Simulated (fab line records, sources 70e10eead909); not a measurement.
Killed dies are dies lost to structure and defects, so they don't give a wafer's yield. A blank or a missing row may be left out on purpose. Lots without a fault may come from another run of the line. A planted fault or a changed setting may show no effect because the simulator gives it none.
Chamber matching | flow nand_harc | NHARC_A_CHANNEL_FILL_D1_CMP_10 on cmp-02: 4 sister chambers
The step polishes, target thk 150 nm. 14 wafers are shown with their chamber, then 7 later ones without.

WAFERS WITH THEIR CHAMBER
wafer  | chamber | motor_current_A (A) | slurry_filter_dp_kPa (kPa) | time_to_endpoint_s (s)
L895.3 | 3       | 12.2                | 13.37                      | 12
L895.4 | 1       | 14.4                | 13.57                      | 10
L895.5 | 2       | 11.1                | 13.47                      | 15
L900.1 | 1       | 14.3                | 13.63                      | 2
L900.5 | 3       | 11.4                | 13.31                      | 4
L900.6 | 0       | 11.6                | 13.43                      | 8
L906.1 | 0       | 11.6                | 13.42                      | 19
L906.2 | 1       | 13.8                | 13.55                      | 14
L906.5 | 0       | 12.4                | 13.44                      | 21
L907.1 | 1       | 14.1                | 13.61                      | 8
L907.3 | 2       | 11.5                | 13.39                      | 15
L907.4 | 0       | 13.1                | 13.54                      | 21
L908.1 | 0       | 12.5                | 13.56                      | 18
L908.5 | 3       | 11.7                | 13.42                      | 10

SIGNATURES (means of the wafers above)
reading              | chamber 0 | chamber 1 | chamber 2 | chamber 3 | scatter within a chamber
motor_current_A      | 12.240    | 14.150    | 11.300    | 11.767    | 0.476
slurry_filter_dp_kPa | 13.4780   | 13.5900   | 13.4300   | 13.3667   | 0.0556
time_to_endpoint_s   | 17.40     | 8.50      | 15.00     | 8.67      | 4.76
Rule: a wafer's distance from a chamber is the root of the sum, over the readings, of the square of ((its reading less the chamber's mean) divided by the reading's scatter). The wafer belongs to the nearest chamber; if the next one is less than 2 further off, it can't be placed. The scatter: the root of (the sum of the squares of (reading less its chamber's mean) over the shown wafers, divided by (wafers less chambers)).

WAFERS WITHOUT THEIR CHAMBER
wafer  | motor_current_A (A) | slurry_filter_dp_kPa (kPa) | time_to_endpoint_s (s)
L908.6 | 11.9                | 13.64                      | 19
L911.1 | 12.3                | 13.53                      | 20
L911.3 | 11.6                | 13.42                      | 14
L911.5 | 12.1                | 13.41                      | 12
L916.2 | 11.1                | 13.44                      | 13
L916.3 | 12.3                | 13.60                      | 18
L916.4 | 14.4                | 13.37                      | 12

WHICH CHAMBER EACH WENT THROUGH
wafer  | from the rows above          | in truth
L908.6 | can't be placed: 0 or 2      | 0
L911.1 | can't be placed: 0 or 2      | 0
L911.3 | can't be placed: 2 or 3 or 0 | 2
L911.5 | can't be placed: 3 or 0 or 2 | 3
L916.2 | can't be placed: 2 or 3      | 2
L916.3 | can't be placed: 0 or 2      | 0
L916.4 | can't be placed: 1 or 0 or 3 | 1
Placed correctly: 0 of 7. Can't be placed from these rows: 7 (the true chamber is among the candidates in 7). Placed wrongly: 0.
